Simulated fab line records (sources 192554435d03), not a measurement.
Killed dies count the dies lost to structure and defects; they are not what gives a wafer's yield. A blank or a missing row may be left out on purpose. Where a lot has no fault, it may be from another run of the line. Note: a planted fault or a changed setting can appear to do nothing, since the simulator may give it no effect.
Which tool did it? :: flow n5-finfet :: 11 lots, 33 wafers sampled, at 1 step of a route of 1938

WHAT THE GAUGES SHOWED, per wafer
N5_MIM_TOP_LITHO_OVL_MEAS_11.
lot: L901
measured: day 11 18:34
on: overlay-02
MIM_TOP_OVL (nm): -2 -8 -5

lot: L899
measured: day 11 19:27
on: overlay-01
MIM_TOP_OVL (nm): 4 5 6

lot: L903
measured: day 12 18:19
on: overlay-02
MIM_TOP_OVL (nm): 5 -5 -2

lot: L905
measured: day 14 01:25
on: overlay-01
MIM_TOP_OVL (nm): 1 3 0

lot: L912
measured: day 15 09:10
on: overlay-02
MIM_TOP_OVL (nm): 2 0 -2

lot: L913
measured: day 15 12:35
on: overlay-02
MIM_TOP_OVL (nm): -12 -10 -10

lot: L915
measured: day 15 13:20
on: overlay-02
MIM_TOP_OVL (nm): 4 5 5

lot: L919
measured: day 16 15:27
on: overlay-02
MIM_TOP_OVL (nm): -2 -12 -9

lot: L918
measured: day 16 21:47
on: overlay-01
MIM_TOP_OVL (nm): -1 -6 -2

lot: L920
measured: day 17 01:05
on: overlay-02
MIM_TOP_OVL (nm): -3 11 1

lot: L922
measured: day 18 03:15
on: overlay-01
MIM_TOP_OVL (nm): -1 -2 5

WHICH TOOL RAN EACH LOT (tool, then ch and the chambers of the sampled wafers, then the start)
The record holds no process step before these readings.

THE ANSWER, worked out from the rows above alone
Rule: usual is defined by the lots themselves. The widest of any qualifying gaps counts: lots, ordered by their means at a reading, are off when they make up no more than a third of the lots, leave a main group of 4 or more, and stand apart from it by 3 or more times the standard deviation of that group's means. Not used: any main group whose means are identical at the precision the tables above print for the reading. A lot without any number at a reading at which 4 lots or more have one is off too. Any other lot the step has rows for is counted as sound.
Across all readings shown, no lot is off: no conclusion can be drawn from this.

WHAT THE SIMULATOR HAD PUT IN
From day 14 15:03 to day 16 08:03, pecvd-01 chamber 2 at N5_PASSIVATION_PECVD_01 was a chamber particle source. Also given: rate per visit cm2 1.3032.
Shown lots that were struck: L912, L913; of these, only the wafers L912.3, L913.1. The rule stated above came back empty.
